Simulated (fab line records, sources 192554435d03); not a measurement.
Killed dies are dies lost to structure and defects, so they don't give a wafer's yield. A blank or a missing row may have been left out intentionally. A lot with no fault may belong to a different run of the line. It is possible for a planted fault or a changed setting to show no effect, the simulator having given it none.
What tool caused it?    flow n5Finfet    12 lots, 36 wafers sampled, at 1 step of a route of 1938

WHAT EACH GAUGE READ, for each wafer
N5_MOL_CONTACT_COAG_INSPECT_97: inspects for defects (darkfield).
lot   measured      on                rawDefectCount
L075  day 5 18:22   defectInspect-01  38 31 44
L078  day 6 08:29   defectInspect-01  41 32 33
L079  day 6 14:31   defectInspect-02  42 25 40
L081  day 7 02:27   defectInspect-02  32 43 51
L083  day 7 17:37   defectInspect-02  51 37 30
L085  day 8 03:19   defectInspect-01  24 59 47
L086  day 8 15:19   defectInspect-01  16 30 37
L089  day 9 07:26   defectInspect-01  41 28 29
L091  day 9 17:13   defectInspect-01  57 70 61
L093  day 10 04:39  defectInspect-01  40 70 40
L095  day 10 11:30  defectInspect-01  70 59 39
L097  day 11 07:50  defectInspect-02  29 29 55

WHAT TOOL EACH LOT RAN ON (gives the tool, then ch and the chambers of the sampled wafers, and finally the start)
There is no process step in the record ahead of these readings.

THE ANSWER, worked out from the rows above alone
Rule: what is usual is taken from the lots themselves. Put in order of their means at a reading, lots are off if they are a third of the lots or fewer, leave a main group of 4 or more, and stand apart from it by a gap of 3 or more times the standard deviation of the main group's means; of several such gaps the widest counts. A main group is skipped when, at the precision printed for the reading in the tables above, its means are all equal. A lot without any number at a reading at which 4 lots or more have one is off too. Where the step has rows for the other lots, those lots are counted as sound.
No lot is off at any reading shown: from this, nothing can be told.

WHAT THE SIMULATOR HAD INSERTED
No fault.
